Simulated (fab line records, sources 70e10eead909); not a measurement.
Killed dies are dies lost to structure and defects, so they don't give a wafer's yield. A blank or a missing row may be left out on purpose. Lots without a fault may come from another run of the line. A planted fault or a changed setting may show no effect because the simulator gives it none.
Chamber matching | flow nand_harc | NHARC_A_STAIRCASE_ETCH_169 on rie_diel-08: 4 sister chambers
The step etches the open film in CH3F/O2, target depth 50 nm, time 107.1 s. 20 wafers are shown with their chamber, then 10 later ones without.

WAFERS WITH THEIR CHAMBER
wafer  | chamber | showerhead_plenum_p_Torr (Torr) | drypump_motor_current_A (A) | rf_vpp_V (V)
L076.2 | 1       | 2.47                            | 4.9                         | 245.1
L076.4 | 2       | 2.35                            | 4.8                         | 242.7
L076.6 | 0       | 2.37                            | 5.1                         | 242.7
L079.3 | 0       | 2.37                            | 5.1                         | 243.8
L079.5 | 1       | 2.47                            | 4.9                         | 244.3
L079.6 | 2       | 2.35                            | 4.8                         | 242.5
L082.2 | 0       | 2.36                            | 5.1                         | 242.3
L082.5 | 2       | 2.34                            | 4.8                         | 242.7
L082.6 | 3       | 2.63                            | 5.2                         | 247.3
L083.1 | 3       | 2.63                            | 5.1                         | 248.5
L083.2 | 1       | 2.46                            | 4.9                         | 244.2
L083.5 | 1       | 2.46                            | 4.9                         | 245.8
L086.1 | 3       | 2.63                            | 5.2                         | 246.3
L086.3 | 2       | 2.34                            | 4.8                         | 242.2
L086.4 | 2       | 2.34                            | 4.8                         | 242.8
L087.2 | 1       | 2.45                            | 4.9                         | 243.3
L087.3 | 3       | 2.62                            | 5.2                         | 245.9
L087.5 | 0       | 2.35                            | 5.1                         | 242.5
L091.2 | 2       | 2.33                            | 4.8                         | 242.7
L091.4 | 1       | 2.45                            | 4.9                         | 245.1

SIGNATURES (means of the wafers above)
reading                  | chamber 0 | chamber 1 | chamber 2 | chamber 3 | scatter within a chamber
showerhead_plenum_p_Torr | 2.3625    | 2.4600    | 2.3417    | 2.6275    | 0.00804
drypump_motor_current_A  | 5.100     | 4.900     | 4.800     | 5.175     | 0.0217
rf_vpp_V                 | 242.825   | 244.633   | 242.600   | 247.000   | 0.771
Rule: a wafer's distance from a chamber is the root of the sum, over the readings, of the square of ((its reading less the chamber's mean) divided by the reading's scatter). The wafer belongs to the nearest chamber; if the next one is less than 2 further off, it can't be placed. The scatter: the root of (the sum of the squares of (reading less its chamber's mean) over the shown wafers, divided by (wafers less chambers)).

WAFERS WITHOUT THEIR CHAMBER
wafer  | showerhead_plenum_p_Torr (Torr) | drypump_motor_current_A (A) | rf_vpp_V (V)
L091.5 | 2.35                            | 5.1                         | 242.7
L096.1 | 2.32                            | 4.8                         | 242.6
L096.3 | 2.45                            | 4.9                         | 242.9
L096.4 | 2.62                            | 5.2                         | 246.1
L095.2 | 2.45                            | 4.9                         | 243.3
L095.4 | 2.62                            | 5.2                         | 245.6
L095.5 | 2.45                            | 4.9                         | 243.9
L097.2 | 2.32                            | 4.8                         | 241.8
L097.4 | 2.61                            | 5.2                         | 247.5
L097.6 | 2.44                            | 4.9                         | 244.7

WHICH CHAMBER EACH WENT THROUGH
wafer  | from the rows above | in truth
L091.5 | 0                   | 0
L096.1 | 2                   | 2
L096.3 | 1                   | 1
L096.4 | 3                   | 3
L095.2 | 1                   | 1
L095.4 | 3                   | 3
L095.5 | 1                   | 1
L097.2 | 2                   | 2
L097.4 | 3                   | 3
L097.6 | 1                   | 1
Placed correctly: 10 of 10. Can't be placed from these rows: 0. Placed wrongly: 0.
